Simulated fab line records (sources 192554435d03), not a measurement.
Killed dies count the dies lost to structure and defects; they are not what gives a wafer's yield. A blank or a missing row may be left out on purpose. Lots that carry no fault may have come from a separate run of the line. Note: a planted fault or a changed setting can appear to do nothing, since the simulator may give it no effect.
Matching of chambers	flow n5 finfet	N5_BEOL_M5_STRIP_64 on rie diel-05: 4 sister chambers
The step strips in CF4. 4 wafers are shown with their chamber, then 8 later ones without.

WAFERS, EACH WITH ITS CHAMBER
wafer	chamber	showerhead plenum p Torr (Torr)
L082.2	0	1.79
L087.2	3	1.85
L091.1	2	1.80
L092.1	1	1.75

WAFERS WITH NO CHAMBER GIVEN
wafer	showerhead plenum p Torr (Torr)
L092.2	1.78
L092.3	1.79
L094.2	1.80
L094.4	1.78
L094.5	1.84
L097.1	1.84
L097.3	1.79
L097.6	1.84

CHAMBER TAKEN BY EACH
wafer	from the rows above	in truth
L092.2	can't be placed: 0 or 2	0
L092.3	can't be placed: 0 or 2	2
L094.2	can't be placed: 2 or 0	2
L094.4	can't be placed: 0 or 2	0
L094.5	3	3
L097.1	3	3
L097.3	can't be placed: 0 or 2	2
L097.6	3	3
3 of 8 placed correctly. These rows do not allow placing 5 (true chamber among the candidates in 5). Placed wrongly: 0.
How it was worked out, from the rows above alone: a wafer's distance from a chamber is the root of the sum, over the readings, of the square of ((its reading less the chamber's mean) divided by the reading's scatter). If the next closest chamber is less than 2 further off than the closest, the wafer can't be placed; otherwise it belongs to the closest. For every chamber, the mean is computed from those of its wafers that are shown. The scatter (one wafer shown for each chamber): square how far every hidden wafer sits from the nearest shown wafer, average those squares and take the square root.
